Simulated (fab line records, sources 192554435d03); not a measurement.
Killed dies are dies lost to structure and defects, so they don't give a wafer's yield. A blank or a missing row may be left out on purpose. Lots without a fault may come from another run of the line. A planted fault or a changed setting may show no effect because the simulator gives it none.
Chamber matching | flow n5_finfet | N5_BEOL_M0_SAQP_SPACER2_ETCHBACK_27 on rie_diel-04: 4 sister chambers
The step etches SiO2 in CHF3/O2, target depth 22.5 nm, time 11.25 s. 4 wafers are shown with their chamber, then 10 later ones without.

WAFERS WITH THEIR CHAMBER
wafer  | chamber | showerhead_plenum_p_Torr (Torr)
L082.4 | 2       | 2.51
L086.6 | 3       | 2.25
L087.2 | 0       | 2.31
L087.3 | 1       | 2.51

WAFERS WITHOUT THEIR CHAMBER
wafer  | showerhead_plenum_p_Torr (Torr)
L087.4 | 2.51
L088.3 | 2.30
L088.4 | 2.30
L088.5 | 2.51
L090.1 | 2.25
L090.2 | 2.50
L090.3 | 2.50
L093.2 | 2.50
L093.4 | 2.30
L093.6 | 2.30

WHICH CHAMBER EACH WENT THROUGH
wafer  | from the rows above     | in truth
L087.4 | can't be placed: 1 or 2 | 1
L088.3 | 0                       | 0
L088.4 | 0                       | 0
L088.5 | can't be placed: 1 or 2 | 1
L090.1 | 3                       | 3
L090.2 | can't be placed: 1 or 2 | 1
L090.3 | can't be placed: 1 or 2 | 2
L093.2 | can't be placed: 1 or 2 | 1
L093.4 | 0                       | 0
L093.6 | 0                       | 0
Placed correctly: 5 of 10. Can't be placed from these rows: 5 (the true chamber is among the candidates in 5). Placed wrongly: 0.
How it was worked out, from the rows above alone: a wafer's distance from a chamber is the root of the sum, over the readings, of the square of ((its reading less the chamber's mean) divided by the reading's scatter). The wafer belongs to the nearest chamber; if the next one is less than 2 further off, it can't be placed. A chamber's mean is the mean of its shown wafers. The scatter: with one shown wafer a chamber, the root of the mean of the squares of how far each hidden wafer lies from its nearest shown one.
